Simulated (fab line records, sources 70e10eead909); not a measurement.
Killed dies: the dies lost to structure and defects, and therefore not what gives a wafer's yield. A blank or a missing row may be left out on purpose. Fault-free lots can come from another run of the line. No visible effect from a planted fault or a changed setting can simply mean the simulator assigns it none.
Chamber matching + flow nand harc + pecvd-04 running NHARC_A_CONTACT_DEP_58: 3 sister chambers
The step deposits SiON, target thk 90 nm. 3 wafers are shown with their chamber, then 11 later ones without.

== WAFERS, EACH WITH ITS CHAMBER ==
| wafer  | chamber | heater power w (W) |
|--------|---------|--------------------|
| L084.6 | 0       | 711                |
| L086.4 | 1       | 751                |
| L088.2 | 2       | 992                |

== WAFERS MISSING THEIR CHAMBER ==
| wafer  | heater power w (W) |
|--------|--------------------|
| L088.4 | 691                |
| L088.5 | 1013               |
| L090.3 | 819                |
| L090.4 | 1074               |
| L090.6 | 699                |
| L093.2 | 761                |
| L093.5 | 1073               |
| L093.6 | 677                |
| L095.2 | 791                |
| L095.4 | 804                |
| L095.6 | 914                |

== THE CHAMBER EACH PASSED THROUGH ==
| wafer  | from the rows above          | in truth |
|--------|------------------------------|----------|
| L088.4 | can't be placed: 0 or 1      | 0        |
| L088.5 | 2                            | 2        |
| L090.3 | can't be placed: 1 or 0 or 2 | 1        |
| L090.4 | 2                            | 2        |
| L090.6 | can't be placed: 0 or 1      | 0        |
| L093.2 | can't be placed: 1 or 0      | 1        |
| L093.5 | 2                            | 2        |
| L093.6 | can't be placed: 0 or 1      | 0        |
| L095.2 | can't be placed: 1 or 0      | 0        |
| L095.4 | can't be placed: 1 or 0      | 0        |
| L095.6 | can't be placed: 2 or 1      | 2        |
Placed correctly: 3 of 11. Unplaceable from these rows: 8, with the true chamber sitting among the candidates in 8. Number placed wrongly: 0.
How it was worked out, from the rows above alone: a wafer's distance from a chamber is the root of the sum, over the readings, of the square of ((its reading less the chamber's mean) divided by the reading's scatter). The wafer belongs to the nearest chamber; if the next one is less than 2 further off, it can't be placed. Each chamber's mean is taken over the wafers shown for it. The scatter (one wafer shown for each chamber): square how far every hidden wafer sits from the nearest shown wafer, average those squares and take the square root.
